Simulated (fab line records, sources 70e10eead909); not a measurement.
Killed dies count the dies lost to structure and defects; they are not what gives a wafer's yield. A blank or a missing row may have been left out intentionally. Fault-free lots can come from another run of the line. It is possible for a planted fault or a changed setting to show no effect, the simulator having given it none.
Chamber matching :: flow nandHarc :: cmp-02 running NHARC_A_M1_CMP_23: 4 sister chambers
The step polishes, t overpolish 20 s, target thk 154.34 nm. 14 wafers are shown with their chamber, then 7 later ones without.

== EACH WAFER AND ITS CHAMBER ==
wafer: L077.2
chamber: 1
motorCurrentA (A): 11.4
timeToEndpointS (s): 36.0
retainingRingPressureFrac: 1.000

wafer: L077.3
chamber: 2
motorCurrentA (A): 13.4
timeToEndpointS (s): 28.6
retainingRingPressureFrac: 1.005

wafer: L077.5
chamber: 0
motorCurrentA (A): 9.6
timeToEndpointS (s): 27.5
retainingRingPressureFrac: 1.008

wafer: L078.2
chamber: 2
motorCurrentA (A): 13.5
timeToEndpointS (s): 31.0
retainingRingPressureFrac: 0.997

wafer: L078.3
chamber: 1
motorCurrentA (A): 11.5
timeToEndpointS (s): 35.2
retainingRingPressureFrac: 1.004

wafer: L078.5
chamber: 1
motorCurrentA (A): 11.3
timeToEndpointS (s): 32.6
retainingRingPressureFrac: 1.005

wafer: L082.2
chamber: 0
motorCurrentA (A): 10.5
timeToEndpointS (s): 27.0
retainingRingPressureFrac: 0.992

wafer: L082.3
chamber: 2
motorCurrentA (A): 12.6
timeToEndpointS (s): 27.3
retainingRingPressureFrac: 1.005

wafer: L082.6
chamber: 2
motorCurrentA (A): 12.7
timeToEndpointS (s): 27.0
retainingRingPressureFrac: 0.999

wafer: L083.1
chamber: 2
motorCurrentA (A): 13.5
timeToEndpointS (s): 27.2
retainingRingPressureFrac: 0.995

wafer: L083.2
chamber: 1
motorCurrentA (A): 11.5
timeToEndpointS (s): 32.4
retainingRingPressureFrac: 1.001

wafer: L083.3
chamber: 3
motorCurrentA (A): 10.7
timeToEndpointS (s): 26.1
retainingRingPressureFrac: 1.001

wafer: L084.3
chamber: 0
motorCurrentA (A): 9.8
timeToEndpointS (s): 27.4
retainingRingPressureFrac: 0.996

wafer: L084.4
chamber: 1
motorCurrentA (A): 11.5
timeToEndpointS (s): 32.7
retainingRingPressureFrac: 1.014

SIGNATURES (means of the wafers above)
reading: motorCurrentA
chamber 0: 9.967
chamber 1: 11.440
chamber 2: 13.140
chamber 3: 10.700
scatter within a chamber: 0.359

reading: timeToEndpointS
chamber 0: 27.300
chamber 1: 33.780
chamber 2: 28.220
chamber 3: 26.100
scatter within a chamber: 1.51

reading: retainingRingPressureFrac
chamber 0: 0.99867
chamber 1: 1.00480
chamber 2: 1.00020
chamber 3: 1.00100
scatter within a chamber: 0.00588
Rule: a wafer lies at a distance from a chamber equal to the root of the sum of squares, over the readings, of (its reading less the chamber's mean, divided by the reading's scatter). If the next closest chamber is less than 2 further off than the closest, the wafer can't be placed; otherwise it belongs to the closest. How the scatter is found: for the shown wafers, subtract from each reading the mean of its chamber, square and add these, divide the total by (wafers less chambers), then take the root.

== WAFERS WITH NO CHAMBER GIVEN ==
wafer: L084.5
motorCurrentA (A): 11.0
timeToEndpointS (s): 30.2
retainingRingPressureFrac: 1.000

wafer: L089.1
motorCurrentA (A): 13.7
timeToEndpointS (s): 31.3
retainingRingPressureFrac: 1.007

wafer: L089.2
motorCurrentA (A): 11.5
timeToEndpointS (s): 35.4
retainingRingPressureFrac: 0.996

wafer: L089.6
motorCurrentA (A): 11.2
timeToEndpointS (s): 29.1
retainingRingPressureFrac: 0.996

wafer: L091.2
motorCurrentA (A): 10.8
timeToEndpointS (s): 26.8
retainingRingPressureFrac: 1.011

wafer: L091.3
motorCurrentA (A): 9.6
timeToEndpointS (s): 27.9
retainingRingPressureFrac: 1.007

wafer: L091.6
motorCurrentA (A): 13.5
timeToEndpointS (s): 32.7
retainingRingPressureFrac: 0.994

== EACH ONE'S CHAMBER ==
wafer: L084.5
from the rows above: can't be placed: 1 or 3 or 0
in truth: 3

wafer: L089.1
from the rows above: 2
in truth: 2

wafer: L089.2
from the rows above: 1
in truth: 1

wafer: L089.6
from the rows above: can't be placed: 3 or 1 or 0
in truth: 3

wafer: L091.2
from the rows above: can't be placed: 3 or 0
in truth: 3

wafer: L091.3
from the rows above: can't be placed: 0 or 3
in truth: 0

wafer: L091.6
from the rows above: 2
in truth: 2
Correct placement for 3 of the 7. Cannot be placed on the basis of these rows: 4; the candidates contain the true chamber in 4. 0 placed wrongly.
